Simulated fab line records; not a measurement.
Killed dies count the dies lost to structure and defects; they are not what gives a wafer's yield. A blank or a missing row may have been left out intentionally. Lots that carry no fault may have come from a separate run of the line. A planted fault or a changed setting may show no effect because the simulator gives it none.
Chamber matching | flow n5-finfet | N5_BEOL_M8_PECVD_70 on pecvd-01: 3 sister chambers
The step deposits SiO2 from TEOS/O2, target thk 20 nm, time 22.7 s. 6 wafers are shown with their chamber, then 9 later ones without.

## WAFERS WITH THEIR CHAMBER
wafer  | chamber | throttle-valve-pct (%) | showerhead-plenum-p-Torr (Torr)
L087.1 | 2       | 22.7                   | 8.81
L087.2 | 1       | 24.2                   | 8.79
L087.3 | 0       | 22.5                   | 8.84
L089.1 | 0       | 22.9                   | 8.83
L089.3 | 1       | 24.6                   | 8.80
L089.6 | 2       | 22.6                   | 8.79

## WAFERS WHOSE CHAMBER IS MISSING
wafer  | throttle-valve-pct (%) | showerhead-plenum-p-Torr (Torr)
L091.1 | 23.0                   | 8.81
L091.2 | 24.3                   | 8.80
L091.6 | 22.6                   | 8.79
L092.1 | 23.1                   | 8.82
L092.2 | 23.2                   | 8.77
L092.3 | 24.6                   | 8.80
L095.1 | 23.1                   | 8.81
L095.4 | 22.9                   | 8.79
L095.5 | 22.7                   | 8.84

## WHICH CHAMBER EACH ONE RAN IN
wafer  | from the rows above     | in truth
L091.1 | can't be placed: 2 or 0 | 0
L091.2 | 1                       | 1
L091.6 | 2                       | 2
L092.1 | can't be placed: 0 or 2 | 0
L092.2 | can't be placed: 2 or 1 | 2
L092.3 | 1                       | 1
L095.1 | can't be placed: 2 or 0 | 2
L095.4 | 2                       | 2
L095.5 | 0                       | 0
5 of 9 placed correctly. These rows do not allow placing 4 (true chamber among the candidates in 4). 0 placed wrongly.
How it was worked out, from the rows above alone: a wafer's distance from a chamber is the root of the sum, over the readings, of the square of ((its reading less the chamber's mean) divided by the reading's scatter). If the next closest chamber is less than 2 further off than the closest, the wafer can't be placed; otherwise it belongs to the closest. A chamber's mean is the mean of its shown wafers. The scatter is the square root of a quotient: the sum, over the shown wafers, of each reading's squared deviation from its chamber's mean, divided by wafers minus chambers.
